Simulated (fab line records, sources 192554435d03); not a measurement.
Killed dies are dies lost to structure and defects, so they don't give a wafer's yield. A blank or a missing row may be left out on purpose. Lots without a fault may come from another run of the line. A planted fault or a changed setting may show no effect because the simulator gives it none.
Split-lot experiment | flow n5_finfet | 7 lots, 21 wafers read, on a route of 1938 steps

THE SPLIT
At N5_GATE_CUT_DESCUM_18 (chemistry O2, time 7 s), the setting time_s was moved away from the recipe's 7 s on 6 of the 21 wafers read, by -22.1% to +14.4%. The other wafers ran this setting at the recipe's value.

The reading is taken at the split's own step.

THE READING
CAR-EUV_of_GATE_CUT_COAT_07.thk_nm (the simulator's own value, which no gauge read), in nm, at N5_GATE_CUT_DESCUM_18 (chemistry O2, time 7 s). The file gives no usual value for it. The 15 wafers here that ran the recipe average 26.0 nm, standard deviation 0.11 nm.

wafer  | tool, chamber at the split | time_s as run, s | against the recipe | CAR-EUV_of_GATE_CUT_COAT_07.thk_nm, nm | against lot-mates on the recipe
L076.1 | rie_diel-03, 2             | 7                | recipe             | 25.8                                   | -
L076.2 | rie_diel-03, 3             | 7.529            | +7.6%              | 25.6                                   | -0.3
L076.6 | rie_diel-03, 1             | 7                | recipe             | 26                                     | -
L077.2 | rie_diel-01, 2,0           | 7                | recipe             | 26.2                                   | -
L077.5 | rie_diel-01, 2,0           | 7                | recipe             | 26.2                                   | -
L077.4 | rie_diel-01, 3             | 7                | recipe             | 26                                     | -
L081.4 | rie_diel-05, 3,2           | 5.456            | -22.1%             | 26.8                                   | +0.8
L081.5 | rie_diel-05, 3,2           | 5.456            | -22.1%             | 26.8                                   | +0.8
L081.6 | rie_diel-05, 3             | 7                | recipe             | 26                                     | -
L080.2 | rie_diel-03, 2             | 7                | recipe             | 26.2                                   | -
L080.5 | rie_diel-03, 0             | 5.505            | -21.4%             | 26.8                                   | +0.7
L080.6 | rie_diel-03, 1             | 7                | recipe             | 26                                     | -
L084.1 | rie_diel-03, 2,3,1         | 7                | recipe             | 26                                     | -
L084.4 | rie_diel-03, 2,3,1         | 7                | recipe             | 26                                     | -
L084.5 | rie_diel-03, 2,3,1         | 7                | recipe             | 26                                     | -
L085.2 | rie_diel-01, 1             | 7                | recipe             | 26                                     | -
L085.3 | rie_diel-01, 2             | 8.006            | +14.4%             | 25.6                                   | -0.4
L085.5 | rie_diel-01, 2             | 8.006            | +14.4%             | 25.6                                   | -0.4
L095.1 | rie_diel-01, 0,2           | 7                | recipe             | 26                                     | -
L095.5 | rie_diel-01, 0,2           | 7                | recipe             | 26                                     | -
L095.2 | rie_diel-01, 2             | 7                | recipe             | 25.8                                   | -
Where a row lists several chambers, the file gives one row for several wafers and doesn't say which wafer went through which chamber.

THE FIT
A straight line over all 21 wafers: CAR-EUV_of_GATE_CUT_COAT_07.thk_nm changes by -0.0349 nm for each +1% of time_s; r = -0.95; the points scatter about the line by 0.11 nm.
The same after taking each lot's own level away (the mean of its wafers on the recipe; 21 wafers): -0.0335 nm for each +1%; r = -0.97; scatter 0.078 nm.
On that fit, the largest move of time_s shifts the reading by 0.74 nm.
The lots' own levels span 25.90 to 26.13 nm, that is 2.0 times the standard deviation above.
So the lot-to-lot level changes the slope little: the two slopes agree.
Check: with one of the wafers moved furthest among these (-22.1%) left out of the fit, the line predicts +0.731 nm for it against its lot-mates. It came out at +0.8 nm against them.

OTHER SPLITS ON THESE WAFERS
These wafers also went through other splits before the reading. Each is held against what the fit with the lots' levels taken away leaves over:
other split on the same wafers | wafers away from the commonest value | r with CAR-EUV_of_GATE_CUT_COAT_07.thk_nm (lot level and that fit taken away)
N5_HKMG_FIN_COAT_43 spin_rpm   | 7                                    | -0.13
N5_GATE_CUT_COAT_27 spin_rpm   | 5                                    | +0.37

THE FILE'S OWN FIT
CAR-EUV_of_GATE_CUT_COAT_07.thk_nm changes by -0.0337 nm for each +1% of time_s, r = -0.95.
